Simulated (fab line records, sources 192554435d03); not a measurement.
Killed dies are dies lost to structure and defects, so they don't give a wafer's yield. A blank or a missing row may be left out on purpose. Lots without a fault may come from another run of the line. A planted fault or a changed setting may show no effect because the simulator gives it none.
Which tool did it? | flow n5_finfet | 24 lots, 72 wafers sampled, at 1 step of a route of 1938

WHAT THE GAUGES READ, wafer by wafer
N5_BEOL_M10_OVL_MEAS_29.
lot  | measured     | on         | V9_OVL (nm)
L075 | day 11 02:45 | overlay-02 | 0.3 1.0 1.5
L074 | day 11 02:56 | overlay-01 | -1.3 -1.3 -1.7
L076 | day 11 08:06 | overlay-02 | -0.4 -0.2 -0.4
L078 | day 12 04:13 | overlay-02 | -1.9 -0.2 -0.6
L077 | day 12 11:26 | overlay-02 | 0.0 -0.2 0.0
L079 | day 13 02:33 | overlay-01 | -1.0 0.4 -0.5
L081 | day 13 05:25 | overlay-02 | -0.2 -0.3 1.0
L080 | day 13 05:35 | overlay-01 | -0.7 0.1 -0.2
L082 | day 13 14:49 | overlay-01 | -0.3 -0.3 0.6
L083 | day 14 13:30 | overlay-02 | -0.4 -0.7 0.7
L085 | day 15 08:23 | overlay-02 | -0.5 0.2 0.7
L084 | day 15 08:40 | overlay-02 | -0.8 -0.4 -0.2
L088 | day 15 13:24 | overlay-02 | 0.3 1.1 0.2
L086 | day 15 21:00 | overlay-02 | 0.9 0.1 0.4
L087 | day 15 21:03 | overlay-02 | 0.8 1.1 -0.3
L089 | day 15 23:14 | overlay-01 | 1.1 0.2 -0.7
L092 | day 16 03:11 | overlay-01 | -0.4 0.6 0.3
L090 | day 16 07:08 | overlay-02 | 1.2 0.0 1.4
L091 | day 16 13:42 | overlay-01 | 0.0 -0.6 -0.9
L094 | day 16 17:32 | overlay-02 | 0.4 -0.9 -0.9
L093 | day 16 21:41 | overlay-02 | 0.1 -0.6 0.2
L096 | day 17 03:51 | overlay-02 | 0.6 -0.3 1.4
L095 | day 17 04:01 | overlay-01 | 0.5 0.8 0.7
L097 | day 18 07:47 | overlay-01 | 0.9 0.4 -0.3

WHICH TOOL RAN EACH LOT (tool, then ch and the chambers of the sampled wafers, then the start)
The record holds no process step before these readings.

WHAT THE TOOLS THEMSELVES READ (means of the sampled wafers that have a number; where no wafer has one, the mark that the record gives instead)
The record holds no such reading with a usual standard deviation.

THE ANSWER, worked out from the rows above alone
Rule: what is usual is taken from the lots themselves. Put in order of their means at a reading, lots are off if they are a third of the lots or fewer, leave a main group of 4 or more, and stand apart from it by a gap of 3 or more times the standard deviation of the main group's means; of several such gaps the widest counts. A main group whose means are all the same, to the digits that the tables above print for the reading, isn't used. A lot without any number at a reading at which 4 lots or more have one is off too. The other lots that the step has rows for count as sound. The gauges are gone through in route order, then the tools' own readings, and for those a lot's mean is taken as printed above. The first step at which some lot is off is used, and at that step the reading that is off furthest; a lot without a number counts as furthest.
No lot is off at any reading shown: from this, nothing can be told.

WHAT THE SIMULATOR HAD PUT IN
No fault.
